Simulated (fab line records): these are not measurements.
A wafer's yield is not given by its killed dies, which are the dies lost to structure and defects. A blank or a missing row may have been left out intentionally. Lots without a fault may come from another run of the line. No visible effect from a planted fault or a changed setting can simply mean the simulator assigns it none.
What tool caused it? -- flow nandHarc -- at 1 step of a route of 1302, 6 lots with 18 wafers sampled

== WHAT THE GAUGES SHOWED, per wafer ==
NHARC_A_M1_CD_MEAS_16.
lot,measured,on,cdNm (nm)
L653,day 23 23:04,cdSem-02,120.1 120.4 120.7
L656,day 25 05:04,cdSem-03,120.3 119.9 120.6
L662,day 27 15:02,cdSem-01,120.0 119.9 119.9
L663,day 27 22:57,cdSem-02,119.6 120.3 120.2
L668,day 29 20:40,cdSem-02,119.7 120.8 121.2
L666,day 29 22:02,cdSem-03,120.2 120.0 120.3

== WHAT TOOL EACH LOT RAN ON (gives the tool, then ch and the chambers of the sampled wafers, and finally the start) ==
No process step before these readings appears in the record.

== THE ANSWER, worked out from the rows above alone ==
Rule: usual is defined by the lots themselves. The widest of any qualifying gaps counts: lots, ordered by their means at a reading, are off when they make up no more than a third of the lots, leave a main group of 4 or more, and stand apart from it by 3 or more times the standard deviation of that group's means. If all means in a main group match to the digits the tables above print for the reading, that group is not used. A lot without any number at a reading at which 4 lots or more have one is off too. Any other lot the step has rows for is counted as sound.
No lot is off on any of the readings shown, so nothing can be concluded from this.

== WHAT THE SIMULATOR HAD INSERTED ==
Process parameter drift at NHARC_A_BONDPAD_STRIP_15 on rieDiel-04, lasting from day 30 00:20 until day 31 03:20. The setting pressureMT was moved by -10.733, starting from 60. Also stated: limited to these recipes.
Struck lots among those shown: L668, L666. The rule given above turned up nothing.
